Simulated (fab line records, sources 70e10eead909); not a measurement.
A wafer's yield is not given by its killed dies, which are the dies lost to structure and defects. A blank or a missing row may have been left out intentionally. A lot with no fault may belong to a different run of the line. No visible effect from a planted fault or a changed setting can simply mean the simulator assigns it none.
Which of the tools did it? + flow nandHarc + 12 lots, 36 wafers sampled, at 6 steps of a route of 1302

WHAT THE GAUGES SHOWED, per wafer
NHARC_P_GATE_CD_MEAS_26: target cd 120 nm. Usual: cdNm 120.1 nm, standard deviation 0.46.
| lot  | measured     | on       | cdNm (nm)         | flag |
|------|--------------|----------|-------------------|------|
| L129 | day 4 23:29  | cdSem-03 | 119.2 119.7 120.1 |      |
| L130 | day 5 13:41  | cdSem-03 | 120.3 120.7 120.9 |      |
| L132 | day 6 09:16  | cdSem-01 | 120.1 119.9 119.1 |      |
| L134 | day 7 03:11  | cdSem-03 | 120.1 120.1 120.1 |      |
| L133 | day 7 03:20  | cdSem-01 | 120.9 120.3 120.9 |      |
| L136 | day 8 02:38  | cdSem-02 | 120.7 120.3 120.9 |      |
| L138 | day 8 19:42  | cdSem-03 | 119.3 120.1 120.3 |      |
| L141 | day 9 22:53  | cdSem-01 | 120.3 120.0 119.8 |      |
| L147 | day 12 19:05 | cdSem-03 | 115.7 116.1 116.4 | OFF  |
| L149 | day 13 09:16 | cdSem-01 | 115.7 116.6 116.0 | OFF  |
| L150 | day 13 22:07 | cdSem-02 | 120.1 119.9 120.1 |      |
| L151 | day 14 07:27 | cdSem-01 | 119.8 119.7 119.7 |      |

NHARC_P_GATE_OVL_MEAS_27. Usual: overlayXNm 0.0 nm, standard deviation 0.93; overlayYNm 0.1 nm, standard deviation 0.82.
| lot  | measured     | on         | overlayXNm (nm) | overlayYNm (nm) | flag |
|------|--------------|------------|-----------------|-----------------|------|
| L129 | day 4 23:35  | overlay-02 | 0.2 0.0 0.8     | 0.7 0.5 0.2     |      |
| L130 | day 5 13:46  | overlay-01 | -1.6 -1.2 -1.6  | 0.7 0.9 0.9     |      |
| L132 | day 6 09:21  | overlay-01 | 0.3 0.5 0.0     | 0.4 0.5 0.8     |      |
| L134 | day 7 03:17  | overlay-01 | 0.0 0.3 0.6     | 0.6 0.4 1.2     |      |
| L133 | day 7 03:26  | overlay-02 | 2.1 1.5 2.4     | -0.8 -0.8 -0.5  |      |
| L136 | day 8 02:43  | overlay-01 | -0.1 -0.1 0.0   | 0.4 -0.2 0.3    |      |
| L138 | day 8 19:47  | overlay-02 | -0.3 -0.3 0.5   | 0.5 0.0 0.1     |      |
| L141 | day 9 22:59  | overlay-01 | -0.6 -0.5 -0.2  | 0.7 -0.1 0.1    |      |
| L147 | day 12 19:11 | overlay-01 | 1.5 1.4 1.5     | 0.6 -0.4 -0.4   |      |
| L149 | day 13 09:21 | overlay-01 | 1.2 1.2 1.8     | 1.3 0.6 0.6     |      |
| L150 | day 13 22:12 | overlay-02 | -1.4 -1.7 -1.2  | 0.6 0.3 0.6     |      |
| L151 | day 14 07:32 | overlay-02 | 0.7 0.1 0.0     | -0.5 -0.6 -0.4  |      |

NHARC_END_SORT_01. Usual: killedAtArray 53, standard deviation 19; killedAtOther 0.8, standard deviation 1.2; killedAtPeriphery 3.7, standard deviation 2.3; killedDies 57, standard deviation 19; killedOpen 3.2, standard deviation 1.7; killedShort 2.6, standard deviation 1.8.
| lot  | measured     | on        | killedAtArray | killedAtOther | killedAtPeriphery | killedDies | killedOpen | killedShort | flag |
|------|--------------|-----------|---------------|---------------|-------------------|------------|------------|-------------|------|
| L129 | day 25 03:39 | prober-01 | 78 55 72      | 0 0 0         | 2 2 6             | 80 57 78   | 3 5 5      | 3 2 6       |      |
| L136 | day 27 08:58 | prober-01 | 73 80 64      | 2 0 0         | 1 1 3             | 76 81 67   | 2 4 6      | 1 3 3       |      |
| L138 | day 28 15:47 | prober-01 | 53 44 43      | 0 1 2         | 2 2 5             | 55 47 50   | 4 4 6      | 1 1 2       |      |
| L147 | day 32 17:34 | prober-01 | 60 53 66      | 0 0 0         | 3 3 2             | 63 56 68   | 3 2 5      | 3 3 2       |      |
| L150 | day 33 06:08 | prober-02 | 70 59 59      | 1 3 6         | 2 3 6             | 73 65 71   | 5 5 3      | 4 3 3       |      |

TOOL THAT RAN EACH LOT (tool first, then ch and the chambers of the sampled wafers, then the start)
| lot  | NHARC_P_GATE_DEP_103            | NHARC_P_GATE_PEB_24              | NHARC_P_GATE_STRIP_101           |
|------|---------------------------------|----------------------------------|----------------------------------|
| L129 | pecvd-02 ch 0,1,2, day 4 22:56  | lithoTrack-01 ch 0, day 4 23:25  | rieDiel-03 ch 1,2,3, day 5 10:31 |
| L130 | pecvd-02 ch 0,2, day 5 12:59    | lithoTrack-04 ch 0, day 5 13:36  | rieDiel-13 ch 1,2,3, day 6 00:40 |
| L132 | pecvd-04 ch 0,1,2, day 6 08:43  | lithoTrack-04 ch 0, day 6 09:11  | rieDiel-03 ch 0,1,3, day 6 20:13 |
| L134 | pecvd-02 ch 1,2, day 7 02:34    | lithoTrack-01 ch 0, day 7 03:07  | rieDiel-13 ch 0,2,3, day 7 14:23 |
| L133 | pecvd-01 ch 1,2, day 7 02:40    | lithoTrack-04 ch 0, day 7 03:16  | rieDiel-06 ch 1,2, day 7 14:26   |
| L136 | pecvd-04 ch 0,1,2, day 8 01:56  | lithoTrack-04 ch 0, day 8 02:33  | rieDiel-06 ch 1,3, day 8 13:47   |
| L138 | pecvd-01 ch 0,2, day 8 19:11    | lithoTrack-06 ch 0, day 8 19:37  | rieDiel-13 ch 1,2,3, day 9 06:43 |
| L141 | pecvd-02 ch 0,2, day 9 22:13    | lithoTrack-01 ch 0, day 9 22:49  | rieDiel-03 ch 1,2, day 10 10:02  |
| L147 | pecvd-01 ch 0,1,2, day 12 18:35 | lithoTrack-06 ch 0, day 12 19:01 | rieDiel-13 ch 0,1, day 13 06:10  |
| L149 | pecvd-01 ch 0,1, day 13 08:35   | lithoTrack-06 ch 0, day 13 09:11 | rieDiel-13 ch 1,2, day 13 20:20  |
| L150 | pecvd-01 ch 1,2, day 13 21:26   | lithoTrack-04 ch 0, day 13 22:02 | rieDiel-03 ch 0,3, day 14 09:17  |
| L151 | pecvd-02 ch 1,2, day 14 06:48   | lithoTrack-01 ch 0, day 14 07:22 | rieDiel-13 ch 2,3, day 14 18:25  |
- NHARC_P_GATE_DEP_103: deposits SiON, target thk 30 nm.
- NHARC_P_GATE_PEB_24: peb time 65 s.
- NHARC_P_GATE_STRIP_101: strips in O2, time 20 s.

WHAT THE TOOLS THEMSELVES READ (means of the sampled wafers that have a number; where no wafer has one, the mark that the record gives instead)
NHARC_P_GATE_DEP_103. Usual: heaterPowerW 770 W, standard deviation 92; susceptorTempC 399.99 C, standard deviation 0.2.
| lot  | tool     | heaterPowerW (W) | susceptorTempC (C) | flag |
|------|----------|------------------|--------------------|------|
| L129 | pecvd-02 | 779              | 400.01             |      |
| L130 | pecvd-02 | 728              | 399.89             |      |
| L132 | pecvd-04 | 770              | 399.90             |      |
| L134 | pecvd-02 | 849              | 400.09             |      |
| L133 | pecvd-01 | 756              | 399.91             |      |
| L136 | pecvd-04 | 764              | 399.95             |      |
| L138 | pecvd-01 | 772              | 400.11             |      |
| L141 | pecvd-02 | 706              | 400.16             |      |
| L147 | pecvd-01 | 763              | 399.92             |      |
| L149 | pecvd-01 | 709              | 399.97             |      |
| L150 | pecvd-01 | 717              | 399.96             |      |
| L151 | pecvd-02 | 778              | 400.02             |      |

NHARC_P_GATE_PEB_24. Usual: exhaustPa 44.8 Pa, standard deviation 0.86.
| lot  | tool          | exhaustPa (Pa) | flag |
|------|---------------|----------------|------|
| L129 | lithoTrack-01 | 45.3           |      |
| L130 | lithoTrack-04 | 44.7           |      |
| L132 | lithoTrack-04 | 44.3           |      |
| L134 | lithoTrack-01 | 44.3           |      |
| L133 | lithoTrack-04 | 45.2           |      |
| L136 | lithoTrack-04 | 44.9           |      |
| L138 | lithoTrack-06 | 45.0           |      |
| L141 | lithoTrack-01 | 44.6           |      |
| L147 | lithoTrack-06 | 45.2           |      |
| L149 | lithoTrack-06 | 44.5           |      |
| L150 | lithoTrack-04 | 45.1           |      |
| L151 | lithoTrack-01 | 45.8           |      |

NHARC_P_GATE_STRIP_101. Usual: drypumpMotorCurrentA 5.3 A, standard deviation 0.46; oesProductAu 0.998 a.u., standard deviation 0.0087; rfVppV 57.8 V, standard deviation 0.82; showerheadPlenumPTorr 3.54 Torr, standard deviation 0.16; throttleValvePct 17.036 %, standard deviation 0.0097.
| lot  | tool       | drypumpMotorCurrentA (A) | oesProductAu (a.u.) | rfVppV (V) | showerheadPlenumPTorr (Torr) | throttleValvePct (%) | flag |
|------|------------|--------------------------|---------------------|------------|------------------------------|----------------------|------|
| L129 | rieDiel-03 | 5.1                      | 1.006               | 57.9       | 3.60                         | 17.038               |      |
| L130 | rieDiel-13 | 5.0                      | 0.995               | 57.7       | 3.55                         | 17.045               |      |
| L132 | rieDiel-03 | 5.0                      | 0.997               | 58.3       | 3.58                         | 17.038               |      |
| L134 | rieDiel-13 | 5.4                      | 1.002               | 57.5       | 3.60                         | 17.034               |      |
| L133 | rieDiel-06 | 5.4                      | 0.994               | 57.4       | 3.36                         | 17.034               |      |
| L136 | rieDiel-06 | 5.9                      | 1.005               | 56.4       | 3.31                         | 17.039               |      |
| L138 | rieDiel-13 | 5.1                      | 1.000               | 57.9       | 3.55                         | 17.036               |      |
| L141 | rieDiel-03 | 5.1                      | 1.004               | 58.4       | 3.55                         | 17.029               |      |
| L147 | rieDiel-13 | 5.1                      | 0.997               | 57.6       | 3.37                         | 17.041               |      |
| L149 | rieDiel-13 | 4.8                      | 1.001               | 57.5       | 3.51                         | 17.037               |      |
| L150 | rieDiel-03 | 5.0                      | 0.994               | 57.2       | 3.67                         | 17.041               |      |
| L151 | rieDiel-13 | 5.1                      | 0.987               | 57.4       | 3.64                         | 17.040               |      |

THE ANSWER, worked out from the rows above alone
Rule: a lot is off if the mean of its wafers that have a number lies more than 3 standard deviations from the usual mean. A lot without any number at a reading at which 4 lots or more have one is off too. Where the step has rows for the other lots, those lots are counted as sound. The gauges are gone through in route order, then the tools' own readings, and for those a lot's mean is taken as printed above. At the first step where some lot is off, the reading lying furthest off is the one used; lots without a number count as furthest.
Off, at NHARC_P_GATE_CD_MEAS_26 on cdNm: L147, L149.
A tool fits if, at a process step before that reading, it ran every lot that is off, and no sound lot after the first of them. The gauges at NHARC_P_GATE_CD_MEAS_26 are tried like those tools. One fits: lithoTrack-06 at NHARC_P_GATE_PEB_24. A fault onset in the window from L138 (day 8 19:37, its last sound lot) to L147 (day 12 19:01, its first lot off) fits.

WHAT HAD BEEN PUT IN BY THE SIMULATOR
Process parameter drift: lithoTrack-06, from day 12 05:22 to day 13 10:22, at NHARC_P_GATE_PEB_24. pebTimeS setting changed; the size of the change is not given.
Lots struck among those shown: L147, L149. The rule given above showed the same thing.
